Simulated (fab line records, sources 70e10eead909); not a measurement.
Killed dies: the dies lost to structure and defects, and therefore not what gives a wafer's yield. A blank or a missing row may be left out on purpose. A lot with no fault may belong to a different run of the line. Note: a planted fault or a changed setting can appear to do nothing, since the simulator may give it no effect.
2 desks, one fault | flow nand harc | what lay behind the numbers comes last; until then each desk has only its own

## AT THE TOOL OWNER'S DESK: pecvd onon-04
The tool's own readings at NHARC_A_ONON_D1_DEP_22 (target thk 1000 nm): means of the sampled wafers that have a number, for each lot that ran on this tool. A lot is out of limits, marked OUT, if its mean lies more than 4 standard deviations from the usual mean; the brackets give that distance.
Columns: A = n2 flow sccm at NHARC_A_ONON_D1_DEP_22, usual 2751 sccm; B = susceptor temp C at NHARC_A_ONON_D1_DEP_22, usual 400.00 C
lot  | first seen here | A    | B
L578 | day 8 17:41     | 2747 | 399.76
L584 | day 11 06:07    | 2758 | 400.00
L585 | day 11 13:51    | 2757 | 399.86
L593 | day 15 04:50    | 2747 | 399.84
L596 | day 16 02:26    | 2751 | 399.94
L598 | day 16 19:42    | 2745 | 400.23
Result from this desk: across the 6 lots, nothing is out of limits.

## METROLOGY DESK
What the gauges read for every lot (on any tool): the sampled wafers with a number, averaged. A lot is out of limits, marked OUT, if its mean lies more than 4 standard deviations from the usual mean; the brackets give that distance.
Columns: A = thk nm at NHARC_A_ONON_D1_THK_MEAS_11, usual 999 nm; B = thk nm at NHARC_A_ONON_D1_THK_MEAS_24, usual 1005 nm; C = thk nm at NHARC_A_ONON_D1_THK_MEAS_30, usual 997 nm
lot  | first seen here | A    | B    | C
L577 | day 7 17:39     | 998  | 995  | 996
L578 | day 8 07:04     | 989  | 995  | 998
L584 | day 10 19:06    | 1008 | 992  | 1001
L585 | day 11 04:52    | 1018 | 978  | 992
L591 | day 13 17:58    | 1000 | 1016 | 999
L592 | day 13 21:34    | 1002 | 1022 | 994
L593 | day 14 17:47    | 1008 | 1002 | 998
L595 | day 15 02:50    | 1007 | 1017 | 988
L594 | day 15 02:50    | 1001 | 1006 | 1003
L596 | day 15 17:07    | 986  | 985  | 999
L598 | day 16 10:43    | 1006 | 1008 | 1019
L597 | day 16 10:44    | 999  | 1009 | 1006
L599 | day 16 23:31    | 989  | 1000 | 989
L600 | day 17 12:09    | 1001 | 1019 | 1006
Result from this desk: across the 14 lots, nothing is out of limits.

## BROUGHT TOGETHER
Nothing out of limits was seen by the tool owner's desk.
Metrology desk: nothing out of limits seen.

## WHAT WAS PUT IN BY THE SIMULATOR
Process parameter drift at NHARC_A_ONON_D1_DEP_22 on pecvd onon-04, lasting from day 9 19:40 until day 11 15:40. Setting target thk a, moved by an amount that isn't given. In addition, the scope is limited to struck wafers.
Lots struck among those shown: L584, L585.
